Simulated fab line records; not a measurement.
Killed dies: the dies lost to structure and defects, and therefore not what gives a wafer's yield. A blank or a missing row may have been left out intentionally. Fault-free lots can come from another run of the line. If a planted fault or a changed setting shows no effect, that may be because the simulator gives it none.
fab line records ; flow n5_finfet ; part 1 of 2: steps 1 to 4 of 6
record: lots: 21; wafers: 63; last_day: 17
route steps=1938 shown WELL_APT@46 PMOS_HMC_CHANNEL_EPI@57 FIN_SAQP@143 FIN_CUT@178 STI_FIN_REVEAL@190
lots that met no fault: from a run of the same line without faults
start_h: hours from the record's opening day to when the first of the lot's shown wafers began ; wait_h: hours elapsed since this lot's preceding step ; " repeats the value in the row above ; L1.1+2: one row covering several wafers at once ; - no value, or no start given ; * or withheld: withheld ; < > ~ a bound
route shown NAME@n: names a module that has steps shown in the file, with the first one's number in the route ; usual: average and standard deviation across the fault-free wafers ; same: alike in all rows ; chamber/n: place in a boat ; sites: per-site readings ; _std_site: standard deviation of those values ; _edge_site: inner sites' mean taken away from outer sites' mean ; radius_mm: for every site, how far away it sits from the centre of the wafer ; mask NAME#n: copy n ; behind: tool/chamber where the wafer was last shaped ; hold: why the lot went on hold/how many hours it stayed there/how the hold came to an end ; device: transistor that didn't switch, given as n, p or np ; end of line: the tests these same wafers got at the end of their route ; a step with no rows: only its recipe ; killed: dies lost to structure and defects at the first sort, not the wafer's yield ; map: a wafer's dies, marking killed ones x, the rest . and places with no die _
set.NAME: the setting the step ran with; set.NAME@STEP: the setting that earlier step ran with ; model.NAME: the simulator's own value behind a step, which no gauge read
one table for each step of the route and one row for each wafer, over a sample of lots
services: from which hour (start_h, from the record's first day; less than 0 if before it) a tool's chamber was out of use, for how many hours, and why
== steps ==
step: N5_WELL_APT_DESCUM_30
recipe: chemistry: O2; time_s: 7.9; source_power_w: 50; bias_power_w: 20; pressure_mtorr: 20; rf_frequency_hz: 2.712e+07; temp_c: 40; o2_flow_sccm: 225
usual: drypump_motor_current_A: 5.6/0.31; oes_product_au: 0.76/0.048; rf_vpp_V: 243.1/1.4; showerhead_plenum_p_Torr: 2.09/0.074; throttle_valve_pct: 20.45/0.22
lot.wafer;tool;chamber;start_h;wait_h;drypump_motor_current_A;oes_product_au;rf_hours_counter_h;rf_vpp_V;showerhead_plenum_p_Torr;throttle_valve_pct
L074.2;rie_diel-03;2;14.95;0.0;6.1;0.75;165;244.5;2.08;20.17
L074.3;rie_diel-03;0;14.95;0.0;5.6;0.83;92;241.7;2.01;20.27
L074.5;rie_diel-03;2;14.95;0.0;6.1;0.75;-;242.9;2.08;20.17
L075.2;rie_diel-02;2;21.30;0.0;5.4;0.75;172;243.5;2.07;20.17
L075.3;rie_diel-02;3;21.30;0.0;5.6;0.77;152;244.6;2.09;20.80
L075.4;rie_diel-02;0;21.30;0.0;5.6;0.73;163;244.2;2.10;20.33
L076.1;rie_diel-06;1;27.37;0.0;5.4;0.78;147;245.1;2.10;20.74
L076.2;rie_diel-06;0;27.37;0.0;5.8;0.79;120;244.2;2.19;20.44
L076.5;rie_diel-06;1;27.37;0.0;5.4;0.78;-;243.8;2.10;20.75
L077.1;rie_diel-03;0;33.03;0.0;5.5;0.82;99;241.6;2.01;20.27
L077.2;rie_diel-03;3;33.03;0.0;5.9;0.98;1;243.3;2.26;20.39
L077.3;rie_diel-03;2;33.03;0.0;6.1;0.75;172;242.8;2.08;20.17
L078.2;rie_diel-02;0;39.12;0.0;5.6;0.73;169;243.3;2.10;20.35
L078.3;rie_diel-02;1;39.12;0.0;5.9;0.76;166;243.4;2.18;20.57
L078.6;rie_diel-02;0;39.12;0.0;5.6;0.73;-;243.3;2.10;20.36
L079.1;rie_diel-03;1;45.29;0.0;5.3;0.74;144;245.4;2.18;20.35
L079.4;rie_diel-03;3;45.29;0.0;5.9;0.95;5;246.3;2.26;20.39
L079.5;rie_diel-03;2;45.29;0.0;6.1;0.74;-;241.3;2.08;20.17
L080.2;rie_diel-06;0;51.22;0.0;5.8;0.76;127;245.9;2.19;20.46
L080.3;rie_diel-06;3;51.22;0.0;5.2;0.78;128;241.0;2.01;20.13
L080.6;rie_diel-06;2;51.22;0.0;6.2;0.73;-;240.0;1.98;20.59
L082.2;rie_diel-06;0;63.04;0.0;5.8;0.77;132;244.5;2.18;20.49
L082.3;rie_diel-06;3;63.04;0.0;5.2;0.77;134;241.9;2.01;20.13
L082.5;rie_diel-06;3;63.04;0.0;5.2;0.78;-;242.6;2.01;20.15
L083.1;rie_diel-06;0;69.00;0.0;5.8;0.76;135;244.0;2.18;20.48
L083.2;rie_diel-06;2;69.00;0.0;6.3;0.72;215;241.7;1.98;20.61
L083.6;rie_diel-06;1;69.00;0.0;5.4;0.77;-;241.9;2.10;20.75
L084.2;rie_diel-06;3;75.07;0.0;5.2;0.78;139;241.6;2.01;20.18
L084.3;rie_diel-06;2;75.07;0.0;6.3;0.73;217;242.1;1.98;20.61
L084.6;rie_diel-06;0;75.07;0.0;5.8;0.76;-;242.9;2.18;20.48
L085.1;rie_diel-03;2;80.89;0.0;6.1;0.74;189;241.4;2.07;20.18
L085.2;rie_diel-03;3;80.89;0.0;5.9;0.92;19;245.2;2.25;20.38
L085.3;rie_diel-03;1;80.89;0.0;5.3;0.73;157;244.0;2.17;20.37
L086.3;rie_diel-02;1;86.95;0.1;5.9;0.74;181;244.3;2.17;20.62
L086.5;rie_diel-02;3;86.95;0.1;5.6;0.75;-;243.7;2.08;20.85
L086.6;rie_diel-02;0;86.95;0.1;5.6;0.71;-;242.6;2.09;20.38
L087.3;rie_diel-03;1;93.03;0.1;5.3;0.73;160;244.1;2.17;20.37
L087.4;rie_diel-03;0;93.03;0.1;5.6;0.80;119;241.3;2.00;20.31
L087.5;rie_diel-03;2;93.03;0.1;6.1;0.72;-;242.5;2.07;20.19
L088.1;rie_diel-02;0;99.01;0.0;5.6;0.71;188;241.7;2.09;20.39
L088.4;rie_diel-02;1;99.01;0.0;5.8;0.73;184;245.5;2.17;20.61
L088.5;rie_diel-02;1;99.01;0.0;5.8;0.74;-;243.4;2.17;20.60
L089.1;rie_diel-03;2;105.23;0.0;6.1;0.72;196;243.0;2.07;20.18
L089.2;rie_diel-03;1;105.23;0.0;5.3;0.72;163;244.6;2.17;20.38
L089.6;rie_diel-03;1;105.23;0.0;5.3;0.72;-;245.4;2.17;20.38
L090.3;rie_diel-06;3;111.18;0.0;5.2;0.76;151;241.8;2.01;20.18
L090.4;rie_diel-06;0;111.18;0.0;5.8;0.74;150;244.7;2.18;20.51
L090.5;rie_diel-06;0;111.18;0.0;5.8;0.74;-;244.5;2.18;20.50
L091.2;rie_diel-02;0;117.15;0.0;5.6;0.71;194;241.7;2.09;20.40
L091.3;rie_diel-02;2;117.15;0.0;5.3;0.74;200;242.9;2.06;20.21
L091.6;rie_diel-02;0;117.15;0.0;5.6;0.71;-;244.0;2.09;20.40
L092.1;rie_diel-03;3;123.27;0.0;5.9;0.88;33;244.8;2.25;20.42
L092.2;rie_diel-03;2;123.27;0.0;6.1;0.71;203;242.6;2.07;20.22
L092.5;rie_diel-03;1;123.27;0.0;5.3;0.72;-;245.0;2.17;20.39
L093.1;rie_diel-02;0;129.45;0.2;5.5;0.71;200;243.7;2.09;20.41
L093.2;rie_diel-02;3;129.45;0.2;5.6;0.74;190;243.7;2.08;20.87
L093.5;rie_diel-02;1;129.45;0.2;5.9;0.73;-;244.9;2.17;20.63
L094.1;rie_diel-06;0;134.86;0.0;5.8;0.75;159;245.1;2.17;20.50
L094.2;rie_diel-06;1;134.86;0.0;5.4;0.75;186;242.7;2.09;20.80
L094.4;rie_diel-06;2;134.86;0.0;6.3;0.71;-;241.1;1.97;20.65
L095.1;rie_diel-02;2;141.24;0.0;5.4;0.73;210;242.3;2.05;20.24
L095.3;rie_diel-02;1;141.24;0.0;5.8;0.73;200;242.7;2.16;20.64
L095.6;rie_diel-02;0;141.24;0.0;5.6;0.70;-;242.1;2.09;20.40
step: N5_PMOS_HMC_CHANNEL_EPI_HM_DEP_34
recipe: material: SiO2; target_thk_a: 360; temp_c: 400; precursor: TEOS/O2; pressure_torr: 6.5; rf_w: 900; teos_flow_sccm: 161.4; gas: O2; flow_sccm: 2650; time_s: 6.9
usual: heater_power_w: 459/69; showerhead_plenum_p_Torr: 8.34/0.038; throttle_valve_pct: 18.8/0.77
lot.wafer;tool;chamber;start_h;wait_h;heater_power_w;showerhead_plenum_p_Torr;throttle_valve_pct
L074.2;pecvd-02;1;16.88;0.0;564;8.31;19.7
L074.3;pecvd-02;0;16.88;0.0;591;8.42;17.7
L074.5;pecvd-02;1;16.88;0.0;578;8.30;19.6
L075.2;pecvd-04;1;22.99;0.0;372;8.40;18.5
L075.3;pecvd-04;2;22.99;0.0;500;8.31;18.8
L075.4;pecvd-04;2;22.99;0.0;493;8.31;19.0
L076.1;pecvd-04;2;29.04;0.0;391;8.32;19.0
L076.2;pecvd-04;1;29.04;0.0;458;8.40;18.5
L076.5;pecvd-04;0;29.04;0.0;460;8.30;19.1
L077.1;pecvd-02;1;34.92;0.0;555;8.33;19.7
L077.2;pecvd-02;2;34.92;0.0;608;8.39;18.9
L077.3;pecvd-02;0;34.92;0.0;548;8.41;17.4
L078.2;pecvd-04;1;40.79;0.0;452;8.39;18.6
L078.3;pecvd-04;2;40.79;0.0;448;8.31;18.7
L078.6;pecvd-04;2;40.79;0.0;441;8.30;19.1
L079.1;pecvd-04;2;47.19;0.0;428;8.29;19.0
L079.4;pecvd-04;1;47.19;0.0;472;8.40;18.6
L079.5;pecvd-04;0;47.19;0.0;456;8.31;19.0
L080.2;pecvd-04;2;52.90;0.0;497;8.29;18.9
L080.3;pecvd-04;0;52.90;0.0;503;8.30;18.8
L080.6;pecvd-04;1;52.90;0.0;450;8.41;18.4
L082.2;pecvd-04;1;64.71;0.0;441;8.39;18.5
L082.3;pecvd-04;0;64.71;0.0;453;8.29;19.0
L082.5;pecvd-04;1;64.71;0.0;444;8.39;18.4
L083.1;pecvd-02;1;70.68;0.0;544;8.31;19.9
L083.2;pecvd-02;2;70.68;0.0;627;8.39;19.1
L083.6;pecvd-02;0;70.68;0.0;573;8.41;17.6
L084.2;pecvd-04;1;76.75;0.0;418;8.40;18.5
L084.3;pecvd-04;2;76.75;0.0;513;8.32;18.8
L084.6;pecvd-04;1;76.75;0.0;418;8.39;18.5
L085.1;pecvd-04;2;82.57;0.0;392;8.30;19.1
L085.2;pecvd-04;0;82.57;0.0;495;8.31;19.0
L085.3;pecvd-04;1;82.57;0.0;454;8.38;18.4
L086.3;pecvd-03;2;88.63;0.0;517;8.35;17.5
L086.5;pecvd-03;2;88.63;0.0;522;8.35;17.3
L086.6;pecvd-03;1;88.63;0.0;422;8.36;19.7
L087.3;pecvd-03;1;94.74;0.0;366;8.35;19.1
L087.4;pecvd-03;2;94.74;0.0;452;8.33;17.3
L087.5;pecvd-03;1;94.74;0.0;361;8.33;19.2
L088.1;pecvd-03;1;100.73;0.0;469;8.35;19.3
L088.4;pecvd-03;2;100.73;0.0;487;8.35;17.1
L088.5;pecvd-03;1;100.73;0.0;470;8.35;19.3
L089.1;pecvd-03;2;107.02;0.0;406;8.37;17.3
L089.2;pecvd-03;1;107.02;0.0;445;8.33;19.1
L089.6;pecvd-03;0;107.02;0.0;382;8.35;19.7
L090.3;pecvd-03;1;112.91;0.0;459;8.38;19.2
L090.4;pecvd-03;1;112.91;0.0;477;8.34;19.2
L090.5;pecvd-03;0;112.91;0.0;393;8.38;20.0
L091.2;pecvd-04;2;118.84;0.0;456;8.30;19.0
L091.3;pecvd-04;1;118.84;0.0;471;8.40;18.6
L091.6;pecvd-04;1;118.84;0.0;470;8.39;18.6
L092.1;pecvd-04;0;124.98;0.0;556;8.28;19.1
L092.2;pecvd-04;1;124.98;0.0;478;8.42;18.6
L092.5;pecvd-04;1;124.98;0.0;489;8.39;18.6
L093.1;pecvd-03;2;131.33;0.0;401;8.35;17.7
L093.2;pecvd-03;0;131.33;0.0;358;8.36;19.8
L093.5;pecvd-03;1;131.33;0.0;396;8.35;19.3
L094.1;pecvd-03;0;136.54;0.0;387;8.34;20.3
L094.2;pecvd-03;1;136.54;0.0;370;8.34;19.5
L094.4;pecvd-03;1;136.54;0.0;377;8.35;19.2
L095.1;pecvd-03;0;143.01;0.0;377;8.35;20.0
L095.3;pecvd-03;1;143.01;0.0;470;8.36;19.1
L095.6;pecvd-03;1;143.01;0.0;469;8.36;19.5
step: N5_FIN_SAQP_ETCH_34
recipe: chemistry: C4F6/O2; target: SiO2; target_depth_a: 450; time_s: 15; ion_energy_ev: 250; pressure_mtorr: 30; source_w: 345; bias_w: 185; Ar_flow_sccm: 300; C4F6_flow_sccm: 10; O2_flow_sccm: 10; ends: cleared
usual: drypump_motor_current_A: 5.7/0.32; etch_rf_on_time_s: 15.01/0.19; oes_product_au: 0.65/0.049; rf_vpp_V: 663/13; showerhead_plenum_p_Torr: 2.85/0.092; throttle_valve_pct: 21.08/0.24
lot.wafer;tool;chamber;start_h;wait_h;drypump_motor_current_A;etch_rf_on_time_s;oes_product_au;rf_hours_counter_h;rf_vpp_V;showerhead_plenum_p_Torr;throttle_valve_pct
L074.2;rie_diel-02;3;26.12;0.0;5.6;14.73;0.66;153;662;2.84;21.45
L074.3;rie_diel-02;2;26.12;0.0;5.4;14.71;0.65;173;669;2.83;20.94
L074.5;rie_diel-02;2;26.12;0.0;5.4;15.00;0.65;-;669;2.83;20.92
L075.2;rie_diel-02;1;31.69;0.0;5.9;15.18;0.64;164;676;2.94;21.13
L075.3;rie_diel-02;3;31.69;0.0;5.6;14.97;0.66;155;661;2.84;21.47
L075.4;rie_diel-02;2;31.69;0.0;5.4;15.00;0.64;176;667;2.83;20.93
L076.1;rie_diel-03;2;37.76;0.0;6.1;15.02;0.63;173;652;2.84;20.86
L076.2;rie_diel-03;1;37.76;0.0;5.3;14.78;0.64;141;643;2.95;20.94
L076.5;rie_diel-03;0;37.76;0.0;5.6;14.98;0.69;-;659;2.75;21.02
L077.1;rie_diel-02;1;44.00;0.0;5.9;14.94;0.65;167;675;2.94;21.14
L077.2;rie_diel-02;0;44.00;0.0;5.6;15.23;0.62;170;668;2.84;20.88
L077.3;rie_diel-02;3;44.00;0.0;5.6;14.78;0.66;159;661;2.84;21.45
L078.2;rie_diel-03;1;49.65;0.0;5.3;14.76;0.63;146;643;2.95;20.94
L078.3;rie_diel-03;0;49.65;0.0;5.5;14.92;0.69;104;661;2.75;21.02
L078.6;rie_diel-03;1;49.65;0.0;5.3;14.70;0.64;-;642;2.95;20.96
L079.1;rie_diel-06;3;57.21;0.0;5.2;14.97;0.65;131;655;2.73;20.70
L079.4;rie_diel-06;0;57.21;0.0;5.8;14.96;0.66;130;660;2.97;21.13
L079.5;rie_diel-06;0;57.21;0.0;5.8;14.88;0.67;-;658;2.97;21.14
L080.2;rie_diel-03;0;61.93;0.0;5.5;14.97;0.69;109;661;2.75;21.02
L080.3;rie_diel-03;1;61.93;0.0;5.3;14.85;0.63;151;644;2.94;20.96
L080.6;rie_diel-03;2;61.93;0.0;6.1;15.13;0.62;-;653;2.84;20.88
L082.2;rie_diel-02;3;74.05;0.0;5.6;14.85;0.65;170;661;2.83;21.47
L082.3;rie_diel-02;0;74.05;0.0;5.6;15.35;0.61;180;667;2.83;20.91
L082.5;rie_diel-02;1;74.05;0.0;5.9;15.06;0.64;-;676;2.93;21.16
L083.1;rie_diel-03;1;79.51;0.0;5.3;14.78;0.62;156;643;2.94;20.96
L083.2;rie_diel-03;2;79.51;0.0;6.1;15.09;0.63;189;652;2.83;20.89
L083.6;rie_diel-03;0;79.51;0.0;5.6;14.89;0.68;-;659;2.75;21.04
L084.2;rie_diel-06;2;86.84;0.0;6.3;14.83;0.62;222;652;2.72;21.39
L084.3;rie_diel-06;1;86.84;0.0;5.4;15.02;0.65;169;692;2.85;21.37
L084.6;rie_diel-06;2;86.84;0.0;6.3;14.81;0.61;-;654;2.72;21.37
L085.1;rie_diel-06;0;91.83;0.0;5.8;15.07;0.65;144;657;2.97;21.15
L085.2;rie_diel-06;3;91.83;0.0;5.3;15.04;0.64;144;657;2.72;20.73
L085.3;rie_diel-06;1;91.83;0.0;5.5;15.06;0.64;172;691;2.85;21.39
L086.3;rie_diel-03;3;100.47;0.0;5.9;15.37;0.77;25;671;3.00;20.78
L086.5;rie_diel-03;1;100.47;0.0;5.3;14.84;0.62;-;643;2.94;20.98
L086.6;rie_diel-03;2;100.47;0.0;6.1;15.16;0.62;-;652;2.83;20.91
L087.3;rie_diel-06;3;107.99;0.0;5.2;15.07;0.64;150;653;2.72;20.73
L087.4;rie_diel-06;1;107.99;0.0;5.4;14.94;0.64;177;694;2.84;21.41
L087.5;rie_diel-06;2;107.99;0.0;6.2;14.83;0.61;-;653;2.71;21.38
L088.1;rie_diel-06;1;109.50;0.0;5.4;15.17;0.64;177;694;2.84;21.39
L088.4;rie_diel-06;3;109.50;0.0;5.2;14.95;0.65;151;654;2.72;20.72
L088.5;rie_diel-06;3;109.50;0.0;5.3;14.96;0.65;-;654;2.72;20.73
L089.1;rie_diel-06;0;116.70;0.0;5.8;15.25;0.64;153;659;2.96;21.16
L089.2;rie_diel-06;1;116.70;0.0;5.4;14.96;0.65;179;691;2.84;21.41
L089.6;rie_diel-06;3;116.70;0.0;5.2;15.02;0.63;-;654;2.72;20.72
L090.3;rie_diel-03;3;122.78;0.0;5.9;15.22;0.75;33;671;2.99;20.81
L090.4;rie_diel-03;0;122.78;0.0;5.5;14.80;0.68;130;659;2.74;21.07
L090.5;rie_diel-03;2;122.78;0.0;6.1;15.22;0.61;-;651;2.83;20.91
L091.2;rie_diel-02;2;127.54;0.0;5.5;14.89;0.63;204;667;2.82;20.97
L091.3;rie_diel-02;0;127.54;0.0;5.6;15.39;0.60;199;667;2.82;20.92
L091.6;rie_diel-02;0;127.54;0.0;5.6;15.30;0.60;-;667;2.82;20.94
L092.1;rie_diel-03;0;133.31;0.0;5.6;14.79;0.67;132;659;2.74;21.07
L092.2;rie_diel-03;1;133.31;0.0;5.3;14.80;0.61;173;642;2.93;20.99
L092.5;rie_diel-03;2;133.31;0.0;6.1;15.20;0.61;-;651;2.83;20.92
L093.1;rie_diel-06;2;140.50;0.0;6.3;14.79;0.61;242;652;2.71;21.40
L093.2;rie_diel-06;0;140.50;0.0;5.8;14.97;0.64;163;658;2.96;21.17
L093.5;rie_diel-06;0;140.50;0.0;5.8;14.94;0.64;-;658;2.96;21.16
L094.1;rie_diel-06;3;145.27;0.0;5.2;14.92;0.64;155;655;2.72;20.75
L094.2;rie_diel-06;0;145.27;0.0;5.8;15.08;0.64;165;659;2.96;21.18
L094.4;rie_diel-06;2;145.27;0.0;6.2;15.03;0.60;244;653;2.71;21.40
L095.1;rie_diel-03;3;151.71;0.0;5.9;15.30;0.74;42;671;2.99;20.82
L095.3;rie_diel-03;0;151.71;0.0;5.5;15.09;0.66;139;660;2.74;21.05
L095.6;rie_diel-03;0;151.71;0.0;5.6;14.90;0.66;-;661;2.74;21.08
step: N5_FIN_SAQP_FIN_ETCH_36
recipe: chemistry: HBr/Cl2/O2; target_depth_a: 1200; mask_material: SiNx; time_s: 50.4; bias_w: 102; pressure_mtorr: 10; icp_w: 800; HBr_flow_sccm: 150; Cl2_flow_sccm: 80; O2_flow_sccm: 12
usual: drypump_motor_current_A: 5.6/0.52; oes_product_au: 0.992/0.018; throttle_valve_pct: 35.88/0.29
lot.wafer;tool;chamber;start_h;wait_h;drypump_motor_current_A;oes_product_au;rf_hours_counter_h;throttle_valve_pct
L074.2;rie_si-06;3;26.34;0.0;5.3;0.994;101;36.13
L074.3;rie_si-06;2;26.34;0.0;4.8;1.003;203;36.08
L074.5;rie_si-06;3;26.34;0.0;5.3;0.988;-;36.14
L075.2;rie_si-06;2;31.90;0.0;4.9;1.006;203;36.10
L075.3;rie_si-06;3;31.90;0.0;5.3;0.985;101;36.15
L075.4;rie_si-06;1;31.90;0.0;4.9;0.992;29;35.56
L076.1;rie_si-06;1;37.97;0.0;4.9;1.002;30;35.55
L076.2;rie_si-06;0;37.97;0.0;5.5;1.017;88;36.10
L076.5;rie_si-06;1;37.97;0.0;4.9;1.002;-;35.54
L077.1;rie_si-06;2;44.22;0.0;4.9;1.008;204;36.09
L077.2;rie_si-06;0;44.22;0.0;5.5;1.009;88;36.11
L077.3;rie_si-06;1;44.22;0.0;4.9;1.002;30;35.54
L078.2;rie_si-05;2;49.87;0.0;5.7;0.963;41;35.99
L078.3;rie_si-05;3;49.87;0.0;5.9;0.980;64;36.02
L078.6;rie_si-05;3;49.87;0.0;5.9;0.991;-;36.02
L079.1;rie_si-05;3;57.43;0.0;5.9;1.006;65;36.01
L079.4;rie_si-05;1;57.43;0.0;6.4;0.986;63;35.39
L079.5;rie_si-05;2;57.43;0.0;5.7;0.970;-;35.98
L080.2;rie_si-05;0;62.15;0.0;6.3;1.007;5;35.87
L080.3;rie_si-05;2;62.15;0.0;5.7;0.954;41;36.00
L080.6;rie_si-05;0;62.15;0.0;6.3;1.014;-;35.87
L082.2;rie_si-04;3;74.26;0.0;5.5;0.982;162;35.80
L082.3;rie_si-04;1;74.26;0.0;5.6;0.997;16;35.92
L082.5;rie_si-04;3;74.26;0.0;5.5;0.980;-;35.83
L083.1;rie_si-05;2;79.72;0.0;5.7;0.957;42;36.01
L083.2;rie_si-05;1;79.72;0.0;6.4;0.983;63;35.40
L083.6;rie_si-05;3;79.72;0.0;5.9;0.987;-;36.03
L084.2;rie_si-06;1;87.05;0.0;4.9;1.000;31;35.56
L084.3;rie_si-06;2;87.05;0.0;4.8;1.006;0;35.39
L084.6;rie_si-06;0;87.05;0.0;5.6;1.012;-;36.12
L085.1;rie_si-06;1;92.04;0.0;4.9;0.999;31;35.54
L085.2;rie_si-06;2;92.04;0.0;4.8;1.007;0;35.38
L085.3;rie_si-06;0;92.04;0.0;5.5;1.013;89;36.11
L086.3;rie_si-06;1;100.68;0.0;4.9;0.999;31;35.55
L086.5;rie_si-06;0;100.68;0.0;5.5;0.999;-;36.11
L086.6;rie_si-06;3;100.68;0.0;5.3;0.995;-;36.13
L087.3;rie_si-06;2;108.21;0.0;4.9;1.007;0;35.39
L087.4;rie_si-06;3;108.21;0.0;5.2;1.004;103;36.11
L087.5;rie_si-06;1;108.21;0.0;4.9;1.011;-;35.51
L088.1;rie_si-06;2;109.71;0.0;4.9;1.009;0;35.41
L088.4;rie_si-06;0;109.71;0.0;5.5;0.999;90;36.11
L088.5;rie_si-06;1;109.71;0.0;4.9;1.002;-;35.53
L089.1;rie_si-04;2;116.92;0.0;5.7;0.951;153;35.77
L089.2;rie_si-04;3;116.92;0.0;5.5;0.980;163;35.83
L089.6;rie_si-04;3;116.92;0.0;5.5;0.990;-;35.83
L090.3;rie_si-05;2;123.01;0.0;5.7;0.959;42;36.01
L090.4;rie_si-05;3;123.01;0.0;5.9;0.989;66;36.03
L090.5;rie_si-05;1;123.01;0.0;6.5;0.981;-;35.39
L091.2;rie_si-04;1;127.76;0.0;5.6;1.000;17;35.89
L091.3;rie_si-04;3;127.76;0.0;5.5;0.997;163;35.79
L091.6;rie_si-04;3;127.76;0.0;5.5;0.996;-;35.79
L092.1;rie_si-06;0;133.53;0.0;5.5;1.005;90;36.11
L092.2;rie_si-06;1;133.53;0.0;4.9;1.005;32;35.53
L092.5;rie_si-06;3;133.53;0.0;5.3;0.989;-;36.14
L093.1;rie_si-05;0;140.71;0.0;6.3;1.006;6;35.89
L093.2;rie_si-05;1;140.71;0.0;6.4;0.985;64;35.40
L093.5;rie_si-05;0;140.71;0.0;6.3;1.009;-;35.88
L094.1;rie_si-06;2;145.48;0.0;4.8;1.005;1;35.41
L094.2;rie_si-06;1;145.48;0.0;4.9;0.998;32;35.53
L094.4;rie_si-06;3;145.48;0.0;5.3;0.994;-;36.13
L095.1;rie_si-05;2;151.92;0.0;5.7;0.968;43;35.99
L095.3;rie_si-05;1;151.92;0.0;6.4;0.979;65;35.40
L095.6;rie_si-05;0;151.92;0.0;6.3;0.993;-;35.90
